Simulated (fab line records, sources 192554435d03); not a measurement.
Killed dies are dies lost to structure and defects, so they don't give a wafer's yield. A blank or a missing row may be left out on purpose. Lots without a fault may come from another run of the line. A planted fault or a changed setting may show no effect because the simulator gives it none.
Chamber matching | flow n5_finfet | N5_BEOL_M5_ETCH_67 on rie_diel-02: 4 sister chambers
The step etches SiARC in CF4, target depth 15.6 nm, time 26 s. 20 wafers are shown with their chamber, then 10 later ones without.

WAFERS WITH THEIR CHAMBER
wafer  | chamber | showerhead_plenum_p_Torr (Torr) | etch_rf_on_time_s (s) | throttle_valve_pct (%)
L074.1 | 2       | 2.19                            | 27.3                  | 15.71
L074.4 | 1       | 2.25                            | 27.6                  | 15.54
L074.6 | 3       | 2.08                            | 27.2                  | 15.85
L077.2 | 1       | 2.24                            | 27.3                  | 15.53
L077.3 | 0       | 2.26                            | 25.1                  | 15.58
L077.5 | 3       | 2.07                            | 27.2                  | 15.88
L082.3 | 3       | 2.07                            | 27.1                  | 15.88
L082.4 | 1       | 2.24                            | 27.3                  | 15.54
L082.6 | 0       | 2.26                            | 25.1                  | 15.60
L079.4 | 0       | 2.26                            | 25.3                  | 15.62
L079.5 | 0       | 2.26                            | 25.1                  | 15.60
L079.6 | 3       | 2.07                            | 27.4                  | 15.88
L085.2 | 0       | 2.25                            | 25.5                  | 15.62
L085.3 | 3       | 2.07                            | 27.3                  | 15.89
L085.4 | 1       | 2.24                            | 27.3                  | 15.59
L088.2 | 2       | 2.18                            | 26.8                  | 15.28
L088.5 | 3       | 2.06                            | 27.6                  | 15.92
L088.6 | 0       | 2.25                            | 25.4                  | 15.65
L092.1 | 2       | 2.18                            | 26.8                  | 15.29
L092.2 | 3       | 2.06                            | 27.7                  | 15.93

SIGNATURES (means of the wafers above)
reading                  | chamber 0 | chamber 1 | chamber 2 | chamber 3 | scatter within a chamber
showerhead_plenum_p_Torr | 2.2567    | 2.2425    | 2.1833    | 2.0686    | 0.00592
etch_rf_on_time_s        | 25.250    | 27.375    | 26.967    | 27.357    | 0.207
throttle_valve_pct       | 15.6117   | 15.5500   | 15.4267   | 15.8900   | 0.0901
Rule: a wafer's distance from a chamber is the root of the sum, over the readings, of the square of ((its reading less the chamber's mean) divided by the reading's scatter). The wafer belongs to the nearest chamber; if the next one is less than 2 further off, it can't be placed. The scatter: the root of (the sum of the squares of (reading less its chamber's mean) over the shown wafers, divided by (wafers less chambers)).

WAFERS WITHOUT THEIR CHAMBER
wafer  | showerhead_plenum_p_Torr (Torr) | etch_rf_on_time_s (s) | throttle_valve_pct (%)
L092.3 | 2.25                            | 25.9                  | 15.66
L092.4 | 2.23                            | 27.8                  | 15.61
L092.5 | 2.23                            | 28.0                  | 15.61
L092.6 | 2.25                            | 25.8                  | 15.64
L096.1 | 2.06                            | 27.6                  | 15.92
L096.2 | 2.25                            | 25.8                  | 15.67
L096.5 | 2.23                            | 27.7                  | 15.62
L093.2 | 2.23                            | 27.4                  | 15.61
L093.3 | 2.25                            | 25.8                  | 15.68
L093.6 | 2.18                            | 26.6                  | 15.31

WHICH CHAMBER EACH WENT THROUGH
wafer  | from the rows above | in truth
L092.3 | 0                   | 0
L092.4 | 1                   | 1
L092.5 | 1                   | 1
L092.6 | 0                   | 0
L096.1 | 3                   | 3
L096.2 | 0                   | 0
L096.5 | 1                   | 1
L093.2 | 1                   | 1
L093.3 | 0                   | 0
L093.6 | 2                   | 2
Placed correctly: 10 of 10. Can't be placed from these rows: 0. Placed wrongly: 0.
